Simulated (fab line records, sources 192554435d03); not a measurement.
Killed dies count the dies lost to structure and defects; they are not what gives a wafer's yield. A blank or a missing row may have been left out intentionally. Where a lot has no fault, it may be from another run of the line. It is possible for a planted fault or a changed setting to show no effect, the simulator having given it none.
Problem report, 8D (eight disciplines) form, completed by code	flow n5_finfet	the parts of the form that need people (team, actions taken, sign-off) are left out

## 1. PROBLEM STATEMENT
killed_at_M4_up at N5_PASSIVATION_PROBE_49 reads a mean of 1102 on 6 wafers of 2 lots; wafers without a fault read 14 with a standard deviation of 5.5. That is +99 or more standard deviations from the usual mean.
The first sign was on wafer L657.1 at day 15 14:25, on prober-02. At this step, 9 wafers from 3 lots have a number in the record. The rule behind "out" and "out of limits": a value lying over 4 standard deviations away from the usual mean. Any other wafer with a number is counted as sound.

## 2. WHAT IT IS AND WHAT IT IS NOT
question	is	is not
which readings at this step	killed_at_M4_up, defect_limited_yield, killed_dies, killed_on_rim, sort_bin_5_function, sort_n_pass, sort_yield_pct	killed_at_M0_to_M3, killed_at_contacts, killed_at_front_end, killed_at_other, killed_open, killed_short, sort_bin_8_speed
which lots	L656, L657	L659
which wafers of those lots	all that have a number	-
read on which tools	prober-01, prober-02	-
when	from day 15 14:25	up to then (0 sound wafers); but 3 sound wafers of L659 came after

## 3. WHAT RULES OUT EACH SUSPECT
Counting: any tool at a process step up to the reading is kept as a suspect provided that every lot that is out went through it and no sound lot did after the first of them.
- rie_diel-04 at N5_BEOL_M8_VIA_ETCH_34 (etches SiCOH lowk in C4F6/O2, target depth 125.5 nm, time 50.5 s): ruled out as a lasting fault. Following L656 (day 12 16:10), the first lot on it that is out, the sound lots L659 were run on it.
- rie_diel-04 at N5_BEOL_M8_TRENCH_ETCH_37 (etches SiCOH lowk in C4F6/O2, target depth 93.478 nm, time 31.2 s): ruled out as a lasting fault. Following L657 (day 15 14:25), the first lot on it that is out, the sound lots L659 were run on it. With no start given for some of its lots, N5_BEOL_M8_TRENCH_ETCH_37 uses the hours and lot order of N5_PASSIVATION_PROBE_49.
Left after counting: nothing in the record.

## 4. THE CAUSE (what the simulator had put in)
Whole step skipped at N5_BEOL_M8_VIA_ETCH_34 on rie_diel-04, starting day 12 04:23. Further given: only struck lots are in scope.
It was ruled out by counting, in error; the rule expects a fault to strike all lots run on its tool from its start on, and this fault did not.

## 5. THE CHAIN OF EFFECTS, in route order
Rows list readings where the struck wafers' mean (over those with a number) sits beyond 3 standard deviations from the usual. Scope: only readings with a usual standard deviation given in the record; hours: median across lots of the time from each lot's start at the first step in this table that gives one to its start at this step; sigmas: change in usual standard deviations.
hours	step	reading	usual	on struck wafers	change	sigmas
0	N5_PASSIVATION_PROBE_49	defect_limited_yield	91.3 %	0.0	-91.3	-61
0	N5_PASSIVATION_PROBE_49	killed_at_M4_up	14	1102	+1088	+99 or more
0	N5_PASSIVATION_PROBE_49	killed_dies	103	1180	+1077	+60
0	N5_PASSIVATION_PROBE_49	killed_on_rim	14	152	+138	+31
0	N5_PASSIVATION_PROBE_49	sort_bin_5_function	5.1 %	96.9	+91.8	+93
0	N5_PASSIVATION_PROBE_49	sort_n_pass	1077	0	-1077	-60
0	N5_PASSIVATION_PROBE_49	sort_yield_pct	91.2 %	0.0	-91.2	-61
Process steps it contains:
- N5_PASSIVATION_PROBE_49
Readings that are blank on the struck wafers while sound wafers have them: C4F6_flow_sccm at N5_BEOL_M8_VIA_ETCH_34; O2_flow_sccm at N5_BEOL_M8_VIA_ETCH_34; drypump_motor_current_A at N5_BEOL_M8_VIA_ETCH_34; oes_product_au at N5_BEOL_M8_VIA_ETCH_34; rf_vpp_V at N5_BEOL_M8_VIA_ETCH_34; showerhead_plenum_p_Torr at N5_BEOL_M8_VIA_ETCH_34; throttle_valve_pct at N5_BEOL_M8_VIA_ETCH_34.

## 6. WHAT WOULD HAVE CAUGHT IT SOONER
82 hours passed between the start of the fault at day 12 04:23 and the first reading out of limits in this record, taken at day 15 14:25.
At N5_BEOL_M8_VIA_ETCH_34 the tool's readings are blank on the struck wafers, where sound wafers have them: an empty tool record is the first sign, and it was there at once.
